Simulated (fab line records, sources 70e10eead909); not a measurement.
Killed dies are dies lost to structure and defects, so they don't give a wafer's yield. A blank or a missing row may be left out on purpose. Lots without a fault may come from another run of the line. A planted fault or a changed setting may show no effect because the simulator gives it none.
A struck lot beside a sound one | flow nand_harc | 14 steps out of a route of 1159
Sound: wafers L952.3, L952.5, L952.6. Struck: wafers L956.2, L956.3, L956.5. The cause comes at the end.
At each step with rows: each side's tool, then ch and its chambers, then its first start. Under that, the readings that differ: sound wafers | struck wafers | difference of the means | sigmas: that difference in standard deviations of wafers without a fault.
alike: readings whose means differ by less than 2 such deviations, and words and numbers that are the same on both sides. not compared: withheld readings, readings that some wafer has no value for, bounds like >300 that may hide the same value, and numbers for which the record gives no deviation and whose values overlap.
The two part at a step that has a row with sigmas, a row that says differs or no value, or rows on one side only. Numbers that don't overlap but have no deviation are shown without sigmas and don't part them. A reading that every wafer of one side lacks parts them only if that side has two wafers or more.

first, 4 steps without rows for these wafers: NHARC_A_WL_FILL_STRIP_28 (strips in post etch residue remover, time 1200 s); NHARC_A_WL_FILL_PRECLEAN_06 (cleans in DIW, time 300 s); NHARC_A_WL_FILL_SRD_07; NHARC_A_WL_FILL_ANNEAL_08 (time 1800 s).
NHARC_A_WL_FILL_ALD_10: deposits SiO2, target thk 50 nm, pulse time 10 s, ald cycles 500.
  sound on ald_hk-04 ch 0,2,3, day 15 23:33; struck on ald_hk-04 ch 0,1,2, day 16 02:37
  alike: heater_power_w, precursor_pulse_height_rel
NHARC_A_WL_FILL_ETCHBACK_16: etches the open film in C4F8/O2/Ar, target depth 88 nm, time 17.6 s.
  sound on rie_diel-09 ch 0,3; struck on rie_diel-03 ch 1,2
  alike: bias_w, chamber_pressure_mTorr, oes_product_au, rf_vpp_V
  not compared: rf_hours_counter_h
NHARC_A_WL_FILL_STRIP_29: strips in O2, time 20 s.
  sound on rie_diel-09 ch 0,1,2, day 16 03:17; struck on rie_diel-03 ch 0,1,2, day 16 07:22
  alike: chamber_pressure_mTorr, drypump_motor_current_A, oes_product_au, rf_vpp_V, showerhead_plenum_p_Torr, throttle_valve_pct
  not compared: rf_hours_counter_h
NHARC_A_WL_FILL_ETCHBACK_17: etches the open film in Cl2/BCl3, target depth 4 nm, time 26.7 s.
  sound on rie_metal-02 ch 0,1, day 16 03:26; struck on rie_metal-01 ch 0,1, day 16 07:28
  alike: chamber_pressure_mTorr, drypump_motor_current_A, oes_product_au
  not compared: rf_hours_counter_h
then, 3 steps without rows for these wafers: NHARC_A_WL_FILL_PRECLEAN_18 (cleans in dHF, time 30 s); NHARC_A_WL_FILL_SRD_21; NHARC_A_WL_FILL_CVD_23 (deposits poly-Si, target thk 40 nm, time 800 s).
NHARC_A_WL_FILL_ETCHBACK_26: etches the open film in HBr, target depth 52 nm, time 13.3 s.
  sound on rie_si-01 ch 0,1,2, day 16 08:40; struck on rie_si-03 ch 2,3, day 16 12:31
  no value came back on the struck wafers for any of 5 readings (bias_w (W), chamber_pressure_mTorr (mTorr) and others); on the sound wafers bias_w (W) reads 59.91 60.09 59.96
  not compared: rf_hours_counter_h
then, 1 step without rows for these wafers: NHARC_A_WL_FILL_PRECLEAN_30 (cleans in dHF, time 10 s).
-- the record jumps here: 4 days lie between the struck wafers' starts before and after (it left off in module A_WL_FILL and takes up again in module END, whose first step shown is number 1159 of the route) --
NHARC_END_SORT_01:
  sound on prober-02 ch 0, day 19 21:43; struck on prober-01 ch 0, day 20 04:42
  reading         | sound    | struck                                                               | difference                   | sigmas
  hold            | - - -    | await_dispo/5.3h/scrap await_dispo/5.3h/scrap await_dispo/5.3h/scrap | no value on the sound wafers |
  killed_at_array | 9 12 12  | 670 671 674                                                          | +661                         | +77
  killed_dies     | 10 17 14 | 677 677 677                                                          | +663                         | +76
  alike: killed_at_other, killed_at_periphery, killed_open, killed_short

WHERE THEY PART
First at NHARC_A_WL_FILL_ETCHBACK_26; last, within this record, at NHARC_END_SORT_01.

WHY: what the simulator had put in
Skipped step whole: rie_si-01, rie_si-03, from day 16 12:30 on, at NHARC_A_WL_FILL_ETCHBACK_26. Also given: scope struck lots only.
